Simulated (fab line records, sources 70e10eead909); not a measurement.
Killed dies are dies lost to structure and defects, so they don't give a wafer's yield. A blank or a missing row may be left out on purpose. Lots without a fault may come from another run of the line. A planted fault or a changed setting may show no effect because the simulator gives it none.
fab line records | flow nand_harc
record lots=7 wafers=21 last_day=31
route steps=1302 shown P_GATE@202 END@1302
lots that met no fault: from a run of the same line without faults
start_h: hours from the record's first day to the start of the lot's first wafer shown | wait_h: hours since the lot's step before | " the same as in the row above | L1.1+2: a row that stands for several wafers | - no value, or no start given | * or withheld: withheld | < > ~ a bound
route shown NAME@n: a module of which the file shows steps, and the number in the route of the first | usual: mean/standard deviation of fault-free wafers | same: alike in all rows | chamber/n: place in a boat | sites: the reading at each site | _std_site: their standard deviation | _edge_site: outer sites' mean less inner sites' | radius_mm: how far each site lies from the wafer's centre | mask NAME#n: copy n | behind: the tool/chamber that last shaped the wafer | hold: why the lot was held/for how many hours/how that ended | device: the transistor (n, p or np) that didn't switch | end of line: the same wafers' tests at the end of the route | a step without rows: its recipe alone | killed: dies lost to structure and defects at the first sort, not the wafer's yield | map: a wafer's dies, x killed, . not, _ none there
set.NAME: the setting as run; set.NAME@STEP: as run at that earlier step | model.NAME: the simulator's own value behind a step, which no gauge read
lots at some steps of the route; a table a step, a row a wafer
services: from which hour (start_h, from the record's first day; less than 0 if before it) a tool's chamber was out of use, for how many hours, and why
## steps
# step NHARC_P_GATE_DESCUM_93
# recipe time_s=3 o2_flow_sccm=200 ar_flow_sccm=0 bias_power_w=0 chemistry=O2
# step NHARC_P_GATE_IMPLANT_94
# recipe energy_kev=60 dose_cm2=2e+15 tilt_deg=7
# step NHARC_P_GATE_STRIP_113
# recipe power_w=1500 temp_c=110 time_s=740 chemistry=N2/H2
# usual drypump_motor_current_A=5.7/0.62 heater_power_w=91/3.4 run_length_s=811.7/0.49 temp_c=110.01/0.12
# columns lot.wafer tool chamber start_h wait_h drypump_motor_current_A heater_power_w rf_hours_counter_h run_length_s temp_c
L697.2 plasma_asher-01 1 117.18 0.2 6.2 91 26 810.9 110.08
L697.6 " 1 " " 6.2 90 - 811.3 110.26
L697.5 " 0 " " 5.5 93 - 811.5 110.20
L703.4 plasma_asher-02 0 182.96 0.3 4.8 95 - 811.7 109.83
L703.3 " 1 " " 6.4 86 - 812.5 109.92
L703.5 " 0 " " 4.8 94 - 811.7 110.17
L704.2 plasma_asher-02 1 196.80 0.3 6.3 91 19 812.5 110.15
L704.4 " 0 " " 4.8 94 - 811.9 110.01
L704.5 " 1 " " 6.4 86 - 812.6 109.97
L705.2 plasma_asher-01 0 199.41 0.3 5.5 93 8 811.1 110.33
L705.4 " 0 " " 5.5 96 - 811.1 110.05
L705.5 " 1 " " 6.2 93 - 811.1 109.99
L712.4 plasma_asher-01 1 261.52 0.3 6.2 92 - 811.0 110.13
L712.6 " 1 " " 6.2 93 - 811.2 110.01
L712.5 " 0 " " 5.5 95 - 811.9 109.87
L714.1 plasma_asher-01 0 279.30 0.3 5.5 96 26 811.6 109.98
L714.3 " 1 " " 6.2 94 - 811.3 110.17
L714.4 " 0 " " 5.5 96 - 811.9 109.89
L716.4 plasma_asher-01 1 300.24 0.3 6.2 93 - 811.1 109.88
L716.3 " 0 " " 5.5 96 - 811.3 110.00
L716.6 " 1 " " 6.2 92 - 811.4 109.91
# step NHARC_P_GATE_STRIP_95
# recipe power_w=1500 temp_c=250 chemistry=O2
# usual drypump_motor_current_A=5.7/0.62 heater_power_w=342/12 temp_c=250.00/0.16
# columns lot.wafer tool chamber start_h wait_h drypump_motor_current_A heater_power_w rf_hours_counter_h temp_c
L697.2 plasma_asher-01 1 117.89 0.6 6.2 341 27 249.94
L697.6 " 1 " " 6.2 331 - 249.97
L697.5 " 0 " " 5.5 346 - 249.89
L703.4 plasma_asher-02 0 183.46 0.4 4.8 359 - 250.29
L703.3 " 1 " " 6.4 329 - 250.01
L703.5 " 0 " " 4.8 356 - 250.38
L704.2 plasma_asher-02 1 197.41 0.5 6.4 332 20 250.06
L704.4 " 0 " " 4.8 362 - 249.88
L704.5 " 1 " " 6.4 331 - 250.09
L705.2 plasma_asher-01 0 200.03 0.5 5.5 351 8 250.22
L705.4 " 0 " " 5.5 355 - 249.96
L705.5 " 1 " " 6.2 348 - 250.02
L712.4 plasma_asher-01 1 262.01 0.4 6.2 346 - 249.95
L712.6 " 1 " " 6.2 338 - 250.09
L712.5 " 0 " " 5.5 366 - 250.28
L714.1 plasma_asher-01 0 279.92 0.5 5.5 360 26 249.87
L714.3 " 1 " " 6.2 349 - 250.04
L714.4 " 0 " " 5.5 360 - 249.95
L716.4 plasma_asher-01 1 300.74 0.4 6.2 337 - 249.85
L716.3 " 0 " " 5.5 365 - 249.94
L716.6 " 1 " " 6.2 344 - 249.81
# step NHARC_P_GATE_STRIP_96
# recipe time_s=900 temp_c=130 chemistry=SPM
# step NHARC_P_GATE_RTA_64
# recipe temp_c=1050 time_s=1
# usual lamp_power_pct=31.4/0.59 lamp_zone_7_pct=31.8/0.59 wafer_temp_C_max=1053.8/0.82
# columns lot.wafer tool chamber start_h wait_h lamp_power_pct lamp_zone_7_pct wafer_temp_C_max
L697.2 rtp_anneal-02 0 118.48 - 32.1 32.6 1053.5
L697.5 " 0 " " 32.1 32.6 1056.1
L697.6 " 0 " " 32.1 32.6 1053.4
L703.3 rtp_anneal-02 0 184.06 - 32.1 32.5 1053.7
L703.4 " 0 " " 32.1 32.4 1052.6
L703.5 " 0 " " 32.1 32.5 1053.0
L704.2 rtp_anneal-02 0 197.98 - 32.1 32.4 1054.7
L704.4 " 0 " " 32.1 32.5 1054.6
L704.5 " 0 " " 32.1 32.5 1056.3
L705.2 rtp_anneal-02 0 200.61 - 32.1 32.5 1054.6
L705.4 " 0 " " 32.1 32.5 1054.3
L705.5 " 0 " " 32.1 32.6 1054.4
L712.4 rtp_anneal-01 0 262.65 - 31.0 31.4 1054.0
L712.5 " 0 " " 31.0 31.3 1052.9
L712.6 " 0 " " 30.9 31.4 1052.9
L714.1 rtp_anneal-02 0 280.47 - 32.1 32.6 1053.3
L714.3 " 0 " " 32.1 32.6 1053.6
L714.4 " 0 " " 32.2 32.6 1054.6
L716.3 rtp_anneal-01 0 301.34 - 30.9 31.3 1053.3
L716.4 " 0 " " 31.0 31.4 1053.1
L716.6 " 0 " " 31.0 31.3 1053.7
# step NHARC_P_GATE_ETCH_77
# recipe target_depth_a=60 chemistry=dHF material=SiO2
# step NHARC_P_GATE_DEGAS_109
# recipe temp_c=300 time_s=60
# usual heater_power_w=441/41
# columns lot.wafer tool chamber start_h wait_h heater_power_w
L697.2 pvd_sputter-03 - 118.76 0.1 392
L697.6 " - " " 396
L697.5 " - " " 569
L703.3 pvd_sputter-03 - 184.30 0.1 478
L703.4 " - " " 435
L703.5 " - " " 486
L704.2 pvd_sputter-01 - 198.27 0.1 462
L704.4 " - " " 437
L704.5 " - " " 480
L705.2 pvd_sputter-01 - 200.88 0.1 440
L705.4 " - " " 467
L705.5 " - " " 499
L712.4 pvd_sputter-02 - 262.87 0.1 412
L712.5 " - " " 411
L712.6 " - " " 397
L714.3 pvd_sputter-02 - 280.95 0.1 418
L714.4 " - " " 414
L714.1 " - " " 419
L716.4 pvd_sputter-02 - 301.60 0.1 412
L716.3 " - " " 403
L716.6 " - " " 448
# step NHARC_P_GATE_PRE_CLEAN_110
# recipe time_s=30 bias_v=200 gas=Ar
# step NHARC_P_GATE_SPUTTER_78
# recipe target_thk_a=100 material=Ni
# step NHARC_P_GATE_SPUTTER_79
# recipe target_thk_a=100 material=TiN
# step NHARC_P_GATE_RTA_80
# recipe temp_c=300 time_s=30
# usual lamp_zone_7_pct=1.99/0.032 wafer_temp_C_max=301.19/0.3
# columns lot.wafer tool chamber start_h wait_h lamp_zone_7_pct wafer_temp_C_max
L697.2 rtp_anneal-02 0 119.08 - 2.01 301.27
L697.5 " 0 " " 2.01 301.46
L697.6 " 0 " " 2.01 300.97
L703.3 rtp_anneal-02 0 184.66 - 2.01 301.13
L703.4 " 0 " " 2.01 301.62
L703.5 " 0 " " 2.02 301.21
L704.2 rtp_anneal-01 0 198.59 - 1.93 301.10
L704.4 " 0 " " 1.93 300.99
L704.5 " 0 " " 1.93 301.66
L705.2 rtp_anneal-02 0 201.21 - 2.01 301.35
L705.4 " 0 " " 2.01 301.30
L705.5 " 0 " " 2.01 301.23
L712.4 rtp_anneal-02 0 263.25 - 2.01 301.28
L712.5 " 0 " " 2.01 301.52
L712.6 " 0 " " 2.01 301.59
L714.1 rtp_anneal-01 0 281.25 - 1.93 301.75
L714.3 " 0 " " 1.93 300.89
L714.4 " 0 " " 1.93 301.10
L716.3 rtp_anneal-01 0 301.94 - 1.94 301.37
L716.4 " 0 " " 1.94 300.90
L716.6 " 0 " " 1.94 301.55
# step NHARC_P_GATE_STRIP_67
# recipe time_s=600 temp_c=130 chemistry=SPM
# usual run_length_s=602.9/0.89 temp_c=130.01/0.14
# columns lot.wafer tool chamber start_h wait_h run_length_s temp_c
L697.6 wet_bench-01 7 119.26 0.0 603.6 129.91
L697.5 " 2 " " 602.2 129.92
L697.2 " 4 " " 602.5 130.06
L703.3 wet_bench-01 2 184.80 0.1 223.9 130.06
L703.4 " 4 " " 222.5 129.93
L703.5 " 6 " " 223.7 129.92
L704.2 wet_bench-01 4 198.76 0.1 223.7 129.97
L704.5 " 6 " " 224.3 129.89
L704.4 " 7 " " 223.7 130.27
L705.5 wet_bench-01 7 201.40 0.1 223.5 129.93
L705.2 " 0 " " 224.6 130.04
L705.4 " 1 " " 223.1 129.97
L712.5 wet_bench-01 4 263.36 0.1 601.0 130.04
L712.6 " 5 " " 602.2 129.83
L712.4 " 1 " " 603.0 129.95
L714.1 wet_bench-02 6 281.45 0.2 602.8 130.12
L714.4 " 0 " " 602.9 129.93
L714.3 " 3 " " 602.2 129.88
L716.6 wet_bench-01 7 302.10 0.0 604.6 129.86
L716.4 " 1 " " 603.4 130.19
L716.3 " 2 " " 602.8 130.03
# step NHARC_P_GATE_RTA_82
# recipe temp_c=450 time_s=30
# step NHARC_END_SORT_01
# recipe temp_c=25
# usual killed_at_array=49/18 killed_at_other=0.8/1 killed_at_periphery=4.2/2.8 killed_dies=54/18 killed_open=3.0/1.7 killed_short=2.5/1.6
# same gross_dies=677
# columns lot.wafer tool chamber start_h wait_h killed_at_array killed_at_other killed_at_periphery killed_dies killed_open killed_short
L697.2 prober-02 0 588.01 2.8 54 0 4 58 3 2
L697.5 prober-02 0 590.41 3.7 70 0 11 81 1 2
L697.6 prober-02 0 591.21 4.0 48 0 8 56 0 1
L705.2 prober-02 0 648.37 2.8 58 1 6 65 4 3
L705.4 prober-02 0 649.96 3.4 64 0 3 67 2 3
L705.5 prober-02 0 650.75 3.7 68 1 8 77 2 0
L714.1 prober-01 0 750.15 2.5 62 1 5 68 6 3
L714.3 prober-01 0 751.75 3.1 39 1 5 45 2 5
L714.4 prober-01 0 752.55 3.4 50 2 1 53 1 5
L716.3 prober-02 0 751.70 3.1 33 0 5 38 2 3
L716.4 prober-02 0 752.49 3.4 24 2 7 33 3 2
L716.6 prober-02 0 754.08 4.0 29 0 5 34 5 3
# killed by level:class
L697.2 A_CHANNEL_HOLE_D1:chamber_film_flake=25 A_SLIT:chamber_film_flake=13 A_CHANNEL_HOLE_D2:chamber_film_flake=6 A_CONTACT:chamber_film_flake=3 P_ZERO_WELL:chamber_film_flake=2 A_ONON_D1:geometric_particle:open=1 A_CHANNEL_FILL_D1:geometric_particle:short=1 A_DECK1_JOINT:geometric_particle:open=1
L697.5 A_CHANNEL_HOLE_D1:chamber_film_flake=33 A_SLIT:chamber_film_flake=20 A_CHANNEL_HOLE_D2:chamber_film_flake=7 P_GATE:chamber_film_flake=3 P_BONDPAD:chamber_film_flake=3 A_STAIRCASE:chamber_film_flake=3 P_ZERO_WELL:chamber_film_flake=2 P_M2:chamber_film_flake=2
L697.6 A_CHANNEL_HOLE_D1:chamber_film_flake=20 A_SLIT:chamber_film_flake=13 A_CHANNEL_HOLE_D2:chamber_film_flake=6 A_STAIRCASE:chamber_film_flake=5 P_GATE:chamber_film_flake=3 P_M2:chamber_film_flake=2 P_BONDPAD:chamber_film_flake=2 A_CONTACT:chamber_film_flake=2
L705.2 A_SLIT:chamber_film_flake=18 A_CHANNEL_HOLE_D1:chamber_film_flake=13 A_CHANNEL_HOLE_D2:chamber_film_flake=12 A_CONTACT:chamber_film_flake=5 A_CHANNEL_FILL_D1:chamber_film_flake=3 P_STI:chamber_film_flake=2 P_GATE:geometric_particle:short=1 P_M0:geometric_particle:open=1
L705.4 A_SLIT:chamber_film_flake=21 A_CHANNEL_HOLE_D1:chamber_film_flake=15 A_CHANNEL_HOLE_D2:chamber_film_flake=10 A_CONTACT:chamber_film_flake=6 A_CHANNEL_FILL_D1:chamber_film_flake=5 A_ONON_D2:geometric_particle:short=2 A_WL_FILL:chamber_film_flake=2 P_M0:geometric_particle:open=1
L705.5 A_CHANNEL_HOLE_D1:chamber_film_flake=35 A_CHANNEL_HOLE_D2:chamber_film_flake=15 A_SLIT:chamber_film_flake=13 P_STI:chamber_film_flake=6 A_CONTACT:chamber_film_flake=3 P_M1:geometric_particle:open=1 A_ONON_D2:geometric_particle:open=1 P_ZERO_WELL:chamber_film_flake=1
L714.1 A_SLIT:chamber_film_flake=36 A_CONTACT:chamber_film_flake=9 A_ONON_D1:geometric_particle:open=3 A_CHANNEL_HOLE_D1:chamber_film_flake=3 A_STAIRCASE:chamber_film_flake=2 A_SGD_CUT:chamber_film_flake=2 A_WL_FILL:chamber_film_flake=2 P_GATE:geometric_particle:short=1
L716.3 A_SLIT:chamber_film_flake=11 A_CHANNEL_HOLE_D1:chamber_film_flake=5 P_ZERO_WELL:chamber_film_flake=4 A_CONTACT:chamber_film_flake=4 A_STAIRCASE:chamber_film_flake=3 A_DECK1_JOINT:geometric_particle:open=2 A_CHANNEL_HOLE_D2:chamber_film_flake=2 A_CHANNEL_FILL_D2:chamber_film_flake=2
L714.3 A_SLIT:chamber_film_flake=14 A_CONTACT:chamber_film_flake=7 A_CHANNEL_HOLE_D1:chamber_film_flake=4 A_STAIRCASE:chamber_film_flake=3 A_SGD_CUT:chamber_film_flake=3 A_WL_FILL:chamber_film_flake=3 P_GATE:geometric_particle:short=1 P_CONTACT:geometric_particle:short=1
L716.4 A_CHANNEL_HOLE_D1:chamber_film_flake=7 A_STAIRCASE:chamber_film_flake=4 A_CONTACT:chamber_film_flake=4 P_GATE:chamber_film_flake=3 A_ONON_D2:geometric_particle:short=2 P_ZERO_WELL:chamber_film_flake=2 A_SLIT:chamber_film_flake=2 THIN_TSV:chamber_film_flake=2
L714.4 A_SLIT:chamber_film_flake=30 A_CHANNEL_HOLE_D1:chamber_film_flake=8 A_CONTACT:chamber_film_flake=3 A_CHANNEL_HOLE_D2:chamber_film_flake=2 A_STAIRCASE:chamber_film_flake=2 P_M1:geometric_particle:short=1 A_DECK1_JOINT:geometric_particle:short=1 A_ONON_D2:geometric_particle:short=1
L716.6 A_CHANNEL_HOLE_D1:chamber_film_flake=6 A_SLIT:chamber_film_flake=4 A_STAIRCASE:chamber_film_flake=3 A_CONTACT:chamber_film_flake=3 A_CHANNEL_FILL_D1:geometric_particle:short=2 P_ZERO_WELL:chamber_film_flake=2 A_ZERO_WELL:chamber_film_flake=2 A_CHANNEL_FILL_D2:chamber_film_flake=2
## services
# columns tool chamber start_h hours kind
wet_bench-01 - 101.61 8.0 pm
pvd_sputter-02 - 104.05 10.0 pm
wet_bench-01 0 109.61 - consumable_replace:bath
wet_bench-01 0 109.61 - consumable_replace:filter
wet_bench-01 1 109.61 - consumable_replace:bath
wet_bench-01 1 109.61 - consumable_replace:filter
wet_bench-01 2 109.61 - consumable_replace:bath
wet_bench-01 2 109.61 - consumable_replace:filter
wet_bench-01 3 109.61 - consumable_replace:bath
plasma_asher-01 - 156.69 2.2 repair
pvd_sputter-01 - 157.41 1.7 repair
plasma_asher-02 - 159.37 19.0 repair
plasma_asher-01 - 165.15 9.0 pm
plasma_asher-01 0 165.15 9.0 vent_cycle
plasma_asher-01 1 165.15 9.0 vent_cycle
pvd_sputter-03 - 173.99 10.0 pm
plasma_asher-01 0 174.15 - clean
plasma_asher-01 1 174.15 - clean
pvd_sputter-02 - 175.04 1.8 repair
pvd_sputter-01 - 229.43 10.0 pm
wet_bench-02 - 244.00 8.0 pm
plasma_asher-02 - 249.27 9.0 pm
wet_bench-01 - 277.61 8.0 pm
pvd_sputter-02 - 282.05 10.0 pm
## key
first_sign step=NHARC_P_GATE_STRIP_67 reading=run_length_s direction=down sigmas=99+ usual=* struck=*
effect none on later readings
met_at NHARC_P_GATE_STRIP_67
struck_wafers L703.3,L703.4,L703.5,L704.2,L704.4,L704.5,L705.2,L705.4,L705.5
tester_left_out L703,L704,L705
onset_between 119.26 184.80
fault kind=process_parameter_drift tool=wet_bench-01 chamber=- onset_h=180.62 steps=NHARC_P_GATE_STRIP_67 channel=time_s offset=* shape=step end_h=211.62 acts_in=* stated=*
# tester_left_out: of these lots the tester's yield and bins aren't shown, on N5 and GAA mostly nor the transistor test; their killed dies are dies lost to structure and defects alone, not to doping, threshold or leakage, so they don't give the yield
